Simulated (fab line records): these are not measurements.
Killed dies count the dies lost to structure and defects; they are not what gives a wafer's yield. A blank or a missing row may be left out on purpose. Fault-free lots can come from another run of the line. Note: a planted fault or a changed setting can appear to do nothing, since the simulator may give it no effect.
Problem report in the 8D (eight disciplines) form, filled by code / flow nand harc / the parts of the form that need people (team, actions taken, sign-off) are left out

== 1. WHAT IS WRONG ==
At NHARC_A_ONON_D2_THK_MEAS_24, thk nm averages 1458 nm over 6 wafers from 2 lots, while fault-free wafers read 1004 nm, standard deviation 8.6. That puts it +53 standard deviations away from the usual mean.
The step: measures by ellipsometry.
Earliest sighting: wafer L588.2 on film metro-01 at day 15 17:33. At this step, 42 wafers from 14 lots have a number in the record. Rule for "out", or "out of limits": more than 4 standard deviations from the usual mean. Any other wafer with a number is counted as sound.

== 2. WHAT IT IS, WHAT IT ISN'T ==
question=which readings at this step | is=thk nm | is not=-
question=which lots | is=L588, L589 | is not=L580, L581, L583, L584, L591, L595, L596, L599, L600, L601, L602, L603
question=which wafers of those lots | is=all that have a number | is not=-
question=read on which gauges | is=film metro-01 | is not=film metro-02
question=when | is=from day 15 17:33 | is not=up to then (12 sound wafers); but 24 sound wafers of L591, L595, L596, L599, L600, L601, L602, L603 came after

== 3. THE SUSPECTS, EACH WITH WHAT RULES IT OUT ==
Counting: a tool at a process step up to the reading stays a suspect if it ran every lot that is out and no sound lot after the first of them.
- the gauge at NHARC_A_ONON_D2_THK_MEAS_24 has been ruled out. All the wafers that are out were read on film metro-01, but those of them that NHARC_END_SORT_01 has rows for are out there too, on other tools.
- pecvd onon-03 at NHARC_A_ONON_D2_DEP_22 (target thk 1000 nm): ruled out as a lasting fault. Following L588 (day 15 17:06), the first lot on it that is out, the sound lots L600, L601 were run on it.
Left after counting: nothing in the record.

== 4. THE CAUSE (what the simulator had put in) ==
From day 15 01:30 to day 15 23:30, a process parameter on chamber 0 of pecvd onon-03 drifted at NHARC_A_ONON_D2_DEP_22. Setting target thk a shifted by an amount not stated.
The count ruled it out by mistake, since the rule takes a fault to strike every lot its tool runs from the start of the fault on, and this one did not do so.

== 5. SEQUENCE OF EFFECTS, ordered by route ==
One row per reading whose mean, taken over the struck wafers that have a number, lies over 3 standard deviations from the usual. Only readings for which the record gives a usual standard deviation are gone through. hours: the time from each lot's start at the first step in this table that gives one to its start at this step, as a median over the lots. sigmas: the change in usual standard deviations.
hours=0; step=NHARC_A_ONON_D2_THK_MEAS_24; reading=thk nm; usual=1004 nm; on struck wafers=1458; change=+454; sigmas=+53
hours=277; step=NHARC_END_SORT_01; reading=killed at array; usual=62; on struck wafers=673; change=+611; sigmas=+34
hours=277; step=NHARC_END_SORT_01; reading=killed dies; usual=67; on struck wafers=677; change=+610; sigmas=+36

== 6. WHAT WOULD HAVE CAUGHT IT SOONER ==
Counted from the fault's start at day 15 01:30, it took 16 hours until the first out-of-limits reading at a measuring or inspecting step in this record, taken at day 15 17:33.
